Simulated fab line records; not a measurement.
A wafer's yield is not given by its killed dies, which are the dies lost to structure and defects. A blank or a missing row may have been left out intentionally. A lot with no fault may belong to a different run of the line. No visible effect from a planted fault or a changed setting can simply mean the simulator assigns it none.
Struck lot and sound lot, side by side | flow n5 finfet | 36 out of 1938 route steps
Sound: wafers L588.1, L588.3, L588.5. Struck: wafer L604.4; the same lot's L604.2 was not struck, so it is left out; see the end for the cause.
For every step that has rows: the tool of each side, followed by ch and its chambers, followed by its first start. Under that, the readings that differ: sound wafers | struck wafers | difference of the means | sigmas: that difference in standard deviations of wafers without a fault.
alike: readings with means less than 2 such deviations apart, plus words and numbers identical on both sides. not compared: withheld readings, readings lacking a value on some wafer, bounds such as >300 that could conceal the same value, and numbers that have no deviation in the record and whose values overlap.
Wherever a step has rows on one side only, a row that says differs or no value, or a row with sigmas, the two part there. Numbers that don't overlap but have no deviation are shown without sigmas and don't part them. Lack of a reading on every wafer of one side parts them only where that side has two or more wafers.

first, 8 steps without rows for these wafers: N5_BEOL_M7_SPUTTER_48 (material Cu, target thk 10 nm, time 1.667 s); N5_BEOL_M7_ECD_50 (material Cu, target thk 300 nm); N5_BEOL_M7_ANNEAL_51 (time 90 s); N5_BEOL_M7_CMP_52 (polishes, stops on SiCOH lowk, t overpolish 6.9 s, target thk 80 nm); N5_BEOL_M7_PRE_CLEAN_55 (time 15 s); N5_BEOL_M7_DEP_56 (deposits SiCN from 3MS/NH3, target thk 10 nm, time 17.5 s); N5_BEOL_M8_ILD_DEP_00 (deposits SiCOH lowk from DEMS/porogen, target thk 179.75 nm, time 33.4 s); N5_BEOL_M8_CURE_74 (cures SiCOH lowk, time 240 s).
N5_BEOL_M8_PECVD_70: deposits SiO2 from TEOS/O2, target thk 20 nm, time 22.7 s.
  sound on pecvd-02 ch 0,1,2, day 10 08:04; struck on pecvd-02 ch 0, day 14 07:19
  reading                                    | sound        | struck | difference | sigmas
  model.SiO2_of_BEOL_M8_PECVD_70.thk nm (nm) | 19.8 19.6 20 | 29.4   | +9.6       |
  alike: heater power w, showerhead plenum p Torr, throttle valve pct
then, 25 steps without rows for these wafers: N5_BEOL_M8_HM_DEP_02 (deposits TiN, target thk 20 nm); N5_BEOL_M8_COAT_59 (time 60 s, resist thk 100 nm); N5_BEOL_M8_COAT_60 (time 60 s, resist thk 35 nm); N5_BEOL_M8_COAT_05 (resist thk 90 nm); N5_BEOL_M8_EBR_07; N5_BEOL_M8_SOFTBAKE_06 (time 60 s); N5_BEOL_M8_EXPOSE_08 (exposes mask M8); N5_BEOL_M8_PEB_09 (peb time 60 s); N5_BEOL_M8_DEVELOP_10 (develop time 30 s); N5_BEOL_M8_DESCUM_16 (chemistry O2, time 7.9 s); N5_BEOL_M8_ETCH_61 (etches SiARC in CF4, target depth 45.5 nm, time 75.8 s); N5_BEOL_M8_ETCH_62 (etches SOC in N2/H2, target depth 110 nm, overetch 22 nm, time 165 s); N5_BEOL_M8_STRIP_68 (strips in N2/H2); N5_BEOL_M8_STRIP_67 (strips in CF4); N5_BEOL_M8_HM_OPEN_17 (chemistry Cl2/BCl3, target TiN, target depth 20 nm, overetch 6 nm); N5_BEOL_M8_STRIP_19 (strips in O2); N5_BEOL_M8_COAT_63 (time 60 s, resist thk 60 nm); N5_BEOL_M8_COAT_64 (time 60 s, resist thk 12 nm); N5_BEOL_M8_COAT_71 (time 60 s, resist thk 5 nm); N5_BEOL_M8_COAT_22 (resist thk 30 nm); N5_BEOL_M8_EBR_24; N5_BEOL_M8_SOFTBAKE_23 (time 60 s); N5_BEOL_M8_EXPOSE_25 (exposes mask V7, target cd 40 nm); N5_BEOL_M8_PEB_26 (peb time 60 s); N5_BEOL_M8_DEVELOP_27 (develop time 30 s).
N5_BEOL_M8_HM_STRIP_39: strips TiN in peroxide tin strip, target depth 25 nm, time 158 s.
  sound on wet bench-06 ch 2,3,5, day 10 13:20; struck on wet bench-01 ch 5, day 14 12:33
  reading                                    | sound          | struck | difference | sigmas
  model.SiO2_of_BEOL_M8_PECVD_70.thk nm (nm) | 19.6 19.6 19.8 | 29.4   | +9.7       |
N5_BEOL_M8_CMP_52: polishes, stops on SiCOH lowk, t overpolish 6.9 s, target thk 80 nm.
  sound on cmp-01 ch 0,2, day 10 15:40; struck on cmp-02 ch 1, day 14 15:28
  reading                      | sound          | struck | difference | sigmas
  barrier field endpoint s (s) | 29.1 29.4 28.9 | 39.8   | +10.7      | +18
  motor current A (A)          | 5.0 5.3 5.5    | 7.2    | +1.9       | +3
  alike: edge zone pressure frac
  not compared: pad life wafers

WHERE THEY PART
Only at N5_BEOL_M8_CMP_52, within this record.

WHY: what the simulator had put in
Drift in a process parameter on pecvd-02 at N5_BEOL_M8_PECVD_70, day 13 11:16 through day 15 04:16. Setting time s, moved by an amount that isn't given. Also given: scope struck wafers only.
